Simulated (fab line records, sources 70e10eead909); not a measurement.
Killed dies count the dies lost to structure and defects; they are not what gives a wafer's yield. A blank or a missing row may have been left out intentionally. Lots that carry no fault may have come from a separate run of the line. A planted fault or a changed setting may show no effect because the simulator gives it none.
fab line records ; flow nandHarc
record lots=14; wafers=42; lastDay=25
route steps=1159 shown P_BONDPAD@371 A_ZERO_WELL@403 A_ONON_D1@438
lots with no fault: from the same line, run without faults
startH: hours from the record's first day to the start of the lot's first wafer shown ; waitH: hours since the lot's step before ; " the same as in the row above ; L1.1+2: a row that stands for several wafers ; - no value, or no start given ; * or withheld: withheld ; < > ~ a bound
route shown NAME@n: a module of which the file shows steps, and the number in the route of the first ; usual: mean/standard deviation taken from wafers without a fault ; same: alike in all rows ; chamber/n: place in a boat ; sites: readings site by site ; _std_site: their standard deviation ; _edge_site: outer sites' mean less inner sites' ; radiusMm: for every site, how far away it sits from the centre of the wafer ; mask NAME#n: copy n ; behind: the last tool/chamber to shape the wafer ; hold: cause of the lot's hold/its duration in hours/its outcome ; device: the n, p or np transistor that did not switch ; end of line: the tests these same wafers got at the end of their route ; where a step has no rows: the recipe by itself ; killed: dies lost to structure and defects at the first sort, not the wafer's yield ; map: dies across one wafer; x = killed, . = not, _ = none there
set.NAME: the setting the step ran with; set.NAME@STEP: the setting that earlier step ran with ; model.NAME: the simulator's own value behind a step, which no gauge read
route steps across a sampled set of lots; one table per step, one row per wafer
services: the hour from which a tool's chamber was out of use, counted from the record's first day as startH (under 0 if before that day), plus the number of hours and why
## steps
# step NHARC_P_BONDPAD_STRIP_15
# recipe o2FlowSccm=500; arFlowSccm=0; biasW=0; chemistry=O2
# usual drypumpMotorCurrentA=5.6/0.58; o2FlowSccm=499.8/1.6; oesProductAu=1.002/0.012; rfVppV=57.5/0.84; showerheadPlenumPTorr=3.41/0.076; throttleValvePct=17.036/0.0088
lot.wafer;tool;chamber;startH;waitH;drypumpMotorCurrentA;o2FlowSccm;oesProductAu;rfHoursCounterH;rfVppV;showerheadPlenumPTorr;throttleValvePct
L709.4;rieDiel-09;2;129.83;0.1;5.0;500.0;1.004;4;57.4;3.37;17.033
L709.3;rieDiel-09;3;129.83;0.1;6.5;500.5;0.991;4;56.8;3.35;17.043
L709.2;rieDiel-09;1;129.83;0.1;5.1;498.0;0.990;4;57.6;3.46;17.046
L710.1;rieDiel-09;2;145.65;0.2;5.1;499.2;1.007;6;57.7;3.37;17.035
L710.3;rieDiel-09;3;145.65;0.2;6.5;500.5;0.983;6;55.7;3.35;17.040
L710.4;rieDiel-09;1;145.65;0.2;5.1;501.4;0.985;6;56.3;3.46;17.050
L712.3;rieDiel-09;0;148.54;0.1;5.7;500.0;0.994;6;57.1;3.42;17.031
L712.1;rieDiel-09;2;148.54;0.1;5.1;498.8;1.003;6;58.2;3.37;17.039
L712.5;rieDiel-09;0;148.54;0.1;5.7;499.9;0.994;-;57.8;3.42;17.037
L711.3;rieDiel-09;0;148.88;0.1;5.7;497.2;0.995;6;57.9;3.42;17.047
L711.1;rieDiel-09;1;148.88;0.1;5.1;499.8;0.991;6;56.9;3.46;17.033
L711.6;rieDiel-09;2;148.88;0.1;5.1;497.3;1.004;-;58.3;3.37;17.037
L713.2;rieDiel-09;1;154.43;0.1;5.1;500.9;1.011;6;57.5;3.46;17.024
L713.5;rieDiel-09;1;154.43;0.1;5.1;499.2;1.005;-;58.2;3.46;17.029
L713.6;rieDiel-09;2;154.43;0.1;5.1;500.9;1.018;-;56.3;3.37;17.021
L719.1;rieDiel-01;0;188.56;0.1;6.6;500.7;0.992;14;56.8;3.34;17.045
L719.6;rieDiel-01;2;188.56;0.1;5.7;501.5;1.004;-;55.5;3.42;17.038
L719.5;rieDiel-01;3;188.56;0.1;4.9;499.3;1.011;-;58.0;3.43;17.022
L723.2;rieDiel-11;0;227.37;0.1;6.0;497.4;0.982;11;57.7;3.62;17.040
L723.5;rieDiel-11;2;227.37;0.1;5.1;501.8;1.002;-;58.3;3.40;17.044
L723.6;rieDiel-11;3;227.37;0.1;5.4;497.3;1.027;-;55.7;3.38;17.039
L725.1;rieDiel-11;1;233.13;0.1;5.1;496.4;1.008;16;57.7;3.35;17.031
L725.3;rieDiel-11;3;233.13;0.1;5.5;500.1;1.029;13;57.1;3.38;17.033
L725.4;rieDiel-11;1;233.13;0.1;5.1;498.2;1.018;-;58.0;3.35;17.046
L727.2;rieDiel-09;3;236.56;0.1;6.5;498.5;0.993;15;60.0;3.35;17.034
L727.1;rieDiel-09;0;236.56;0.1;5.7;499.5;0.990;15;57.0;3.42;17.024
L727.5;rieDiel-09;1;236.56;0.1;5.1;500.8;1.008;-;58.4;3.45;17.033
L728.2;rieDiel-09;0;242.32;0.1;5.7;497.7;0.995;15;56.4;3.42;17.042
L728.4;rieDiel-09;1;242.32;0.1;5.1;501.6;1.011;15;56.4;3.45;17.041
L728.5;rieDiel-09;2;242.32;0.1;5.1;497.6;1.003;-;56.2;3.36;17.054
L729.3;rieDiel-09;2;251.47;0.1;5.1;496.3;1.001;15;57.4;3.36;17.045
L729.1;rieDiel-09;3;251.47;0.1;6.5;504.3;1.001;16;57.5;3.35;17.032
L729.5;rieDiel-09;2;251.47;0.1;5.1;500.4;1.004;-;58.6;3.36;17.034
L730.2;rieDiel-01;3;258.62;0.1;4.8;500.9;1.006;39;57.6;3.42;17.054
L730.4;rieDiel-01;0;258.62;0.1;6.6;499.1;1.007;40;56.6;3.32;17.018
L730.6;rieDiel-01;1;258.62;0.1;5.2;498.9;1.017;-;58.8;3.60;17.033
L731.1;rieDiel-01;0;258.94;0.1;6.6;497.5;0.999;40;58.0;3.32;17.035
L731.3;rieDiel-01;2;258.94;0.1;5.7;499.4;1.019;44;56.4;3.40;17.039
L731.5;rieDiel-01;0;258.94;0.1;6.6;499.4;0.999;-;56.2;3.32;17.025
L732.2;rieDiel-01;2;262.73;0.1;5.7;498.8;1.019;46;58.3;3.40;17.050
L732.3;rieDiel-01;3;262.73;0.1;4.9;499.3;0.996;41;57.9;3.42;17.040
L732.4;rieDiel-01;3;262.73;0.1;4.9;501.8;1.005;-;58.6;3.42;17.050
# step NHARC_P_BONDPAD_INSPECT_23
# usual rawDefectCount=337/110
lot.wafer;tool;chamber;startH;waitH;rawDefectCount
L709.2;defectInspect-01;-;132.02;0.0;230
L709.3;defectInspect-01;-;132.02;0.0;247
L709.4;defectInspect-01;-;132.02;0.0;254
L710.1;defectInspect-02;-;147.86;0.0;375
L710.3;defectInspect-02;-;147.86;0.0;209
L710.4;defectInspect-02;-;147.86;0.0;402
L712.1;defectInspect-02;-;150.75;0.1;337
L712.3;defectInspect-02;-;150.75;0.1;297
L712.5;defectInspect-02;-;150.75;0.1;292
L711.1;defectInspect-01;-;151.05;0.0;472
L711.3;defectInspect-01;-;151.05;0.0;284
L711.6;defectInspect-01;-;151.05;0.0;542
L713.2;defectInspect-01;-;156.59;0.0;246
L713.5;defectInspect-01;-;156.59;0.0;394
L713.6;defectInspect-01;-;156.59;0.0;389
L719.1;defectInspect-01;-;190.69;0.0;441
L719.5;defectInspect-01;-;190.69;0.0;316
L719.6;defectInspect-01;-;190.69;0.0;437
L723.2;defectInspect-01;-;229.73;0.0;221
L723.5;defectInspect-01;-;229.73;0.0;177
L723.6;defectInspect-01;-;229.73;0.0;192
L725.1;defectInspect-01;-;235.43;0.0;442
L725.3;defectInspect-01;-;235.43;0.0;377
L725.4;defectInspect-01;-;235.43;0.0;424
L727.1;defectInspect-01;-;238.73;0.0;349
L727.2;defectInspect-01;-;238.73;0.0;323
L727.5;defectInspect-01;-;238.73;0.0;227
L728.2;defectInspect-02;-;244.78;0.0;252
L728.4;defectInspect-02;-;244.78;0.0;232
L728.5;defectInspect-02;-;244.78;0.0;248
L729.1;defectInspect-01;-;253.69;0.0;161
L729.3;defectInspect-01;-;253.69;0.0;176
L729.5;defectInspect-01;-;253.69;0.0;203
L730.2;defectInspect-02;-;260.79;0.0;454
L730.4;defectInspect-02;-;260.79;0.0;307
L730.6;defectInspect-02;-;260.79;0.0;290
L731.1;defectInspect-01;-;261.10;0.0;297
L731.3;defectInspect-01;-;261.10;0.0;368
L731.5;defectInspect-01;-;261.10;0.0;333
L732.2;defectInspect-01;-;264.93;0.0;388
L732.3;defectInspect-01;-;264.93;0.0;389
L732.4;defectInspect-01;-;264.93;0.0;587
# step NHARC_A_ZERO_WELL_DESCUM_12
# recipe timeS=3; o2FlowSccm=200; arFlowSccm=0; biasPowerW=0; chemistry=O2
# usual drypumpMotorCurrentA=5.7/0.42; o2FlowSccm=200.0/0.61; oesProductAu=1.003/0.012; rfVppV=57.7/0.98; showerheadPlenumPTorr=1.90/0.11; throttleValvePct=11.310/0.0088
lot.wafer;tool;chamber;startH;waitH;drypumpMotorCurrentA;o2FlowSccm;oesProductAu;rfHoursCounterH;rfVppV;showerheadPlenumPTorr;throttleValvePct
L709.3;rieDiel-06;1;133.49;-;5.9;200.6;1.015;4;56.9;1.78;11.305
L709.4;rieDiel-06;2;133.49;-;5.9;199.7;1.007;5;59.7;2.05;11.323
L709.2;rieDiel-06;3;133.49;-;6.5;200.0;1.001;4;58.5;2.05;11.313
L710.1;rieDiel-03;0;149.32;-;6.0;200.8;1.009;9;56.3;1.93;11.331
L710.4;rieDiel-03;1;149.32;-;5.7;199.4;1.001;10;58.3;1.78;11.321
L710.3;rieDiel-03;2;149.32;-;5.6;200.0;1.008;9;58.2;1.93;11.310
L712.1;rieDiel-10;3;152.25;-;6.0;200.5;1.023;9;57.7;1.90;11.311
L712.3;rieDiel-10;0;152.25;-;5.2;199.9;1.010;10;57.8;1.79;11.304
L712.5;rieDiel-10;3;152.25;-;6.0;200.6;1.015;-;57.2;1.90;11.311
L711.1;rieDiel-06;1;152.56;-;5.9;199.4;1.011;6;59.0;1.78;11.318
L711.3;rieDiel-06;3;152.56;-;6.5;200.0;1.000;6;56.5;2.05;11.315
L711.6;rieDiel-06;0;152.56;-;5.3;200.4;0.998;-;58.0;1.99;11.306
L713.2;rieDiel-06;1;158.05;-;5.9;200.4;1.016;6;56.4;1.78;11.303
L713.6;rieDiel-06;0;158.05;-;5.3;199.1;0.999;-;58.8;1.99;11.316
L713.5;rieDiel-06;1;158.05;-;5.9;199.6;1.009;-;57.2;1.78;11.310
L719.1;rieDiel-06;0;192.06;-;5.3;199.4;1.000;8;57.2;1.99;11.295
L719.5;rieDiel-06;2;192.06;-;6.0;200.6;0.985;-;59.5;2.05;11.305
L719.6;rieDiel-06;3;192.06;-;6.5;199.9;0.993;-;57.2;2.05;11.323
L723.2;rieDiel-06;2;231.29;-;6.0;199.6;0.995;11;59.1;2.05;11.302
L723.6;rieDiel-06;1;231.29;-;5.9;200.2;1.024;-;58.5;1.78;11.312
L723.5;rieDiel-06;2;231.29;-;6.0;199.6;0.986;-;57.9;2.05;11.306
L725.4;rieDiel-03;3;236.90;-;6.0;199.6;1.017;1;57.0;1.79;11.320
L725.1;rieDiel-03;1;236.90;-;5.7;198.5;1.020;1;57.9;1.78;11.302
L725.3;rieDiel-03;2;236.90;-;5.6;200.3;1.008;1;57.4;1.93;11.314
L727.2;rieDiel-10;1;240.20;-;5.4;199.9;0.992;3;56.4;1.96;11.314
L727.1;rieDiel-10;3;240.20;-;6.0;199.8;0.987;3;57.9;1.90;11.314
L727.5;rieDiel-10;1;240.20;-;5.3;198.1;0.990;-;57.1;1.96;11.304
L728.2;rieDiel-03;1;246.13;-;5.6;199.8;1.021;3;57.2;1.78;11.312
L728.4;rieDiel-03;2;246.13;-;5.6;198.8;1.008;3;58.4;1.93;11.321
L728.5;rieDiel-03;2;246.13;-;5.6;200.5;1.018;-;59.7;1.93;11.319
L729.3;rieDiel-06;0;255.18;-;5.3;200.3;1.002;1;59.3;1.99;11.306
L729.1;rieDiel-06;1;255.18;-;5.9;199.9;1.024;0;56.9;1.78;11.304
L729.5;rieDiel-06;0;255.18;-;5.3;199.8;1.014;-;58.7;1.99;11.304
L730.2;rieDiel-06;1;262.15;-;5.9;200.7;1.020;1;57.8;1.78;11.301
L730.6;rieDiel-06;2;262.15;-;6.0;198.8;1.013;-;57.4;2.05;11.298
L730.4;rieDiel-06;0;262.15;-;5.3;200.2;1.016;-;57.7;1.99;11.319
L731.3;rieDiel-06;2;262.63;-;6.0;199.9;1.021;1;58.8;2.05;11.298
L731.1;rieDiel-06;1;262.63;-;5.9;199.9;1.022;1;56.8;1.78;11.292
L731.5;rieDiel-06;1;262.63;-;5.9;200.3;1.020;-;57.1;1.78;11.297
L732.4;rieDiel-10;3;266.41;-;6.0;200.6;1.005;6;56.6;1.90;11.308
L732.2;rieDiel-10;1;266.41;-;5.4;200.9;1.009;5;55.9;1.96;11.325
L732.3;rieDiel-10;2;266.41;-;4.9;199.7;1.012;6;58.2;1.78;11.301
# step NHARC_A_ONON_D1_DEP_19
# recipe targetThkA=10000; n2FlowSccm=2750; n2oFlowSccm=2000; nh3FlowSccm=500; sih4FlowSccm=210; tempC=400
lot.wafer;tool;chamber;startH;waitH
L709.2+3+4;pecvdOnon-02;0;169.13;0.1
L710.1+3+4;pecvdOnon-03;0;181.37;0.1
L712.1+3+5;pecvdOnon-02;0;181.58;0.1
L711.1+3+6;pecvdOnon-02;0;185.04;0.1
L713.2+5+6;pecvdOnon-02;0;192.81;0.1
L719.1+5+6;pecvdOnon-02;0;231.85;0.1
L723.2+5+6;pecvdOnon-04;0;264.54;0.1
L727.1+2+5;pecvdOnon-03;0;273.89;0.1
L725.1+3+4;pecvdOnon-04;0;273.89;0.1
L728.2+4+5;pecvdOnon-03;0;281.58;0.1
L729.1+3+5;pecvdOnon-03;0;290.89;0.1
L731.1+3+5;pecvdOnon-03;0;294.66;0.1
L730.2+4+6;pecvdOnon-04;0;294.73;0.1
L732.2+3+4;pecvdOnon-04;0;298.75;0.1
# step NHARC_A_ONON_D1_THK_MEAS_21
# recipe thkMeasGauge=ellipsometry
# usual thkNm=998/8.2
lot.wafer;tool;chamber;startH;waitH;thkNm
L709.2;filmMetro-02;-;169.58;-;994
L709.3;filmMetro-02;-;169.58;-;994
L709.4;filmMetro-02;-;169.58;-;993
L710.1;filmMetro-02;-;181.87;-;995
L710.3;filmMetro-02;-;181.87;-;994
L710.4;filmMetro-02;-;181.87;-;994
L712.1;filmMetro-02;-;182.08;-;1008
L712.3;filmMetro-02;-;182.08;-;1003
L712.5;filmMetro-02;-;182.08;-;1006
L711.1;filmMetro-02;-;185.55;-;995
L711.3;filmMetro-02;-;185.55;-;997
L711.6;filmMetro-02;-;185.55;-;996
L713.2;filmMetro-01;-;193.26;-;1014
L713.5;filmMetro-01;-;193.26;-;1064
L713.6;filmMetro-01;-;193.26;-;1016
L719.1;filmMetro-01;-;232.37;-;1014
L719.5;filmMetro-01;-;232.37;-;1061
L719.6;filmMetro-01;-;232.37;-;1014
L723.2;filmMetro-02;-;264.99;-;990
L723.5;filmMetro-02;-;264.99;-;989
L723.6;filmMetro-02;-;264.99;-;992
L727.1;filmMetro-02;-;274.40;-;991
L727.2;filmMetro-02;-;274.40;-;991
L727.5;filmMetro-02;-;274.40;-;992
L725.1;filmMetro-02;-;274.40;-;1000
L725.3;filmMetro-02;-;274.40;-;999
L725.4;filmMetro-02;-;274.40;-;1001
L728.2;filmMetro-01;-;282.04;-;1002
L728.4;filmMetro-01;-;282.04;-;1002
L728.5;filmMetro-01;-;282.04;-;1002
L729.1;filmMetro-02;-;291.40;-;1006
L729.3;filmMetro-02;-;291.40;-;1005
L729.5;filmMetro-02;-;291.40;-;1006
L731.1;filmMetro-01;-;295.17;-;1002
L731.3;filmMetro-01;-;295.17;-;1000
L731.5;filmMetro-01;-;295.17;-;1000
L730.2;filmMetro-02;-;295.19;-;999
L730.4;filmMetro-02;-;295.19;-;999
L730.6;filmMetro-02;-;295.19;-;999
L732.2;filmMetro-02;-;299.20;-;987
L732.3;filmMetro-02;-;299.20;-;986
L732.4;filmMetro-02;-;299.20;-;986
## services
tool;chamber;startH;hours;kind
pecvdOnon-02;-;111.00;13.0;pm
rieDiel-01;2;115.69;2.7;repair
rieDiel-06;0;119.59;7.8;repair
rieDiel-06;3;126.93;1.4;repair
rieDiel-01;-;137.82;9.0;pm
pecvdOnon-03;-;153.19;13.0;pm
rieDiel-03;1;169.99;10.7;repair
rieDiel-10;-;176.50;9.0;pm
rieDiel-03;1;190.83;2.9;repair
rieDiel-09;0;204.65;5.0;repair
rieDiel-03;-;215.30;9.0;pm
rieDiel-01;-;228.51;2.2;repair
rieDiel-10;-;229.67;0.3;repair
rieDiel-10;3;234.55;4.3;repair
pecvdOnon-04;-;237.00;13.0;pm
rieDiel-06;-;241.20;9.0;pm
rieDiel-09;-;254.10;9.0;pm
rieDiel-06;0;256.50;3.1;repair
rieDiel-06;3;258.95;12.6;repair
rieDiel-01;1;261.53;5.9;repair
rieDiel-09;2;280.98;13.6;repair
rieDiel-03;0;284.98;3.8;repair
rieDiel-09;3;285.82;5.2;repair
pecvdOnon-02;-;292.00;13.0;pm
## key
firstSign step=NHARC_A_ONON_D1_THK_MEAS_21; reading=thkNm; direction=up; sigmas=7.8; usual=998; struck=1062
effect none on later readings
metAt NHARC_A_ONON_D1_DEP_19
struckLots L713,L719
struckWafers L713.5,L719.5
laterRowsLeftOut L713.5,L719.5
sortLeftOut L713.5,L719.5
testerLeftOut L713,L719
notActingAt NHARC_P_BONDPAD_STRIP_15,NHARC_P_BONDPAD_INSPECT_23,NHARC_A_ZERO_WELL_DESCUM_12
onsetBetween 185.04 192.81
fault kind=processParameterDrift; tool=pecvdOnon-02; chamber=-; onsetH=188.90; steps=NHARC_A_ONON_D1_DEP_19; channel=targetThkA; offset=*; shape=step; endH=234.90; scope=struckWafersOnly; actsIn=*; stated=*
# testerLeftOut: of these lots the tester's yield and bins aren't shown, on N5 and GAA mostly nor the transistor test; their killed dies are dies lost to structure and defects alone, not to doping, threshold or leakage, so they don't give the yield
# sortLeftOut: the simulated sort isn't trusted on such a fault, so these wafers' sort isn't shown, and their yield isn't known
# laterRowsLeftOut: the simulator's readings of these wafers behind a module that went badly wrong aren't trusted and aren't shown, but for the sort
